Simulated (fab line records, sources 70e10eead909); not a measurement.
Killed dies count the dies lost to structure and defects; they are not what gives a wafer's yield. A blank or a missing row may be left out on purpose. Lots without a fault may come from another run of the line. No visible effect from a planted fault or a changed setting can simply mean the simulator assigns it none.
Matching of chambers || flow nand harc || NHARC_P_CONTACT_CMP_24 on cmp-02: 4 sister chambers
The step polishes, t overpolish 30 s, target thk 200 nm. 4 wafers are shown with their chamber, then 11 later ones without.

## WAFERS, EACH WITH ITS CHAMBER
{"wafer": "L087.4", "chamber": 1, "motor current A (A)": 12.0}
{"wafer": "L091.1", "chamber": 2, "motor current A (A)": 11.1}
{"wafer": "L091.2", "chamber": 0, "motor current A (A)": 10.6}
{"wafer": "L092.1", "chamber": 3, "motor current A (A)": 13.8}

## WAFERS WITH NO CHAMBER GIVEN
{"wafer": "L092.4", "motor current A (A)": 10.9}
{"wafer": "L092.6", "motor current A (A)": 12.4}
{"wafer": "L093.1", "motor current A (A)": 12.2}
{"wafer": "L093.2", "motor current A (A)": 13.9}
{"wafer": "L093.6", "motor current A (A)": 12.6}
{"wafer": "L096.2", "motor current A (A)": 12.3}
{"wafer": "L096.3", "motor current A (A)": 13.7}
{"wafer": "L096.5", "motor current A (A)": 10.7}
{"wafer": "L097.3", "motor current A (A)": 13.2}
{"wafer": "L097.4", "motor current A (A)": 11.5}
{"wafer": "L097.6", "motor current A (A)": 10.3}

## CHAMBER TAKEN BY EACH
{"wafer": "L092.4", "from the rows above": "can't be placed: 2 or 0", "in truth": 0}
{"wafer": "L092.6", "from the rows above": 1, "in truth": 1}
{"wafer": "L093.1", "from the rows above": 1, "in truth": 1}
{"wafer": "L093.2", "from the rows above": 3, "in truth": 3}
{"wafer": "L093.6", "from the rows above": "can't be placed: 1 or 3", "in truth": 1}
{"wafer": "L096.2", "from the rows above": 1, "in truth": 1}
{"wafer": "L096.3", "from the rows above": 3, "in truth": 3}
{"wafer": "L096.5", "from the rows above": "can't be placed: 0 or 2", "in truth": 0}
{"wafer": "L097.3", "from the rows above": "can't be placed: 3 or 1", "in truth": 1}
{"wafer": "L097.4", "from the rows above": "can't be placed: 2 or 1 or 0", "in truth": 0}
{"wafer": "L097.6", "from the rows above": "can't be placed: 0 or 2", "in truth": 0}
Correctly placed: 5 of 11. Cannot be placed on the basis of these rows: 6; the candidates contain the true chamber in 6. Number placed wrongly: 0.
How it was worked out, from the rows above alone: a wafer's distance from a chamber is the root of the sum, over the readings, of the square of ((its reading less the chamber's mean) divided by the reading's scatter). If the next closest chamber is less than 2 further off than the closest, the wafer can't be placed; otherwise it belongs to the closest. For every chamber, the mean is computed from those of its wafers that are shown. The scatter (one wafer shown for each chamber): square how far every hidden wafer sits from the nearest shown wafer, average those squares and take the square root.
